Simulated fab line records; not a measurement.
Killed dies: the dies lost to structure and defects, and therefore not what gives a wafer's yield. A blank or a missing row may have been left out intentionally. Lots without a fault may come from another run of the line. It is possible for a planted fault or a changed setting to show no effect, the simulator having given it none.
Chamber matching | flow n5 finfet | N5_FIN_CUT_CUT_ETCH_26 on rie diel-02 has 4 sister chambers
The step etches SiNx in CH3F/O2, target depth 39 nm, time 55.7 s. 18 wafers are shown with their chamber, then 9 later ones without.

EACH WAFER AND ITS CHAMBER
wafer  | chamber | showerhead plenum p Torr (Torr) | drypump motor current A (A) | throttle valve pct (%)
L074.2 | 3       | 1.92                            | 5.9                         | 16.35
L074.3 | 0       | 2.01                            | 5.8                         | 16.16
L074.4 | 1       | 2.09                            | 6.1                         | 16.38
L075.1 | 3       | 1.92                            | 5.9                         | 16.35
L075.3 | 2       | 1.99                            | 4.9                         | 16.14
L075.5 | 3       | 1.92                            | 5.9                         | 16.34
L077.1 | 1       | 2.09                            | 6.1                         | 16.36
L077.2 | 2       | 1.99                            | 4.9                         | 16.16
L077.3 | 3       | 1.92                            | 5.9                         | 16.36
L080.2 | 2       | 1.99                            | 4.9                         | 16.19
L080.4 | 3       | 1.91                            | 5.9                         | 16.37
L080.5 | 2       | 1.99                            | 4.9                         | 16.18
L084.3 | 0       | 2.01                            | 5.7                         | 16.19
L084.5 | 3       | 1.91                            | 5.9                         | 16.40
L084.6 | 2       | 1.99                            | 4.9                         | 16.20
L085.1 | 2       | 1.99                            | 5.0                         | 16.18
L085.2 | 0       | 2.00                            | 5.7                         | 16.20
L085.3 | 3       | 1.91                            | 5.9                         | 16.38

SIGNATURES (means of the wafers above)
reading                  | chamber 0 | chamber 1 | chamber 2 | chamber 3 | scatter within a chamber
showerhead plenum p Torr | 2.0067    | 2.0900    | 1.9900    | 1.9157    | 0.00412
drypump motor current A  | 5.733     | 6.100     | 4.917     | 5.900     | 0.0327
throttle valve pct       | 16.1833   | 16.3700   | 16.1750   | 16.3643   | 0.0207
Rule: distance of a wafer from a chamber = root of the sum over the readings of ((wafer's reading minus chamber's mean) / reading's scatter) squared. If the next closest chamber is less than 2 further off than the closest, the wafer can't be placed; otherwise it belongs to the closest. The scatter is the square root of a quotient: the sum, over the shown wafers, of each reading's squared deviation from its chamber's mean, divided by wafers minus chambers.

WAFERS MISSING THEIR CHAMBER
wafer  | showerhead plenum p Torr (Torr) | drypump motor current A (A) | throttle valve pct (%)
L085.4 | 1.91                            | 5.9                         | 16.38
L085.5 | 2.01                            | 5.8                         | 16.20
L085.6 | 1.99                            | 5.0                         | 16.20
L088.2 | 1.91                            | 5.9                         | 16.40
L088.5 | 1.91                            | 5.9                         | 16.39
L088.6 | 1.99                            | 5.0                         | 16.21
L094.1 | 2.00                            | 5.7                         | 16.24
L094.2 | 1.98                            | 4.9                         | 16.23
L094.5 | 2.08                            | 6.2                         | 16.40

CHAMBER TAKEN BY EACH
wafer  | from the rows above | in truth
L085.4 | 3                   | 3
L085.5 | 0                   | 0
L085.6 | 2                   | 2
L088.2 | 3                   | 3
L088.5 | 3                   | 3
L088.6 | 2                   | 2
L094.1 | 0                   | 0
L094.2 | 2                   | 2
L094.5 | 1                   | 1
Correctly placed: 9 of 9. From these rows, 0 cannot be placed. Placed wrongly: 0.
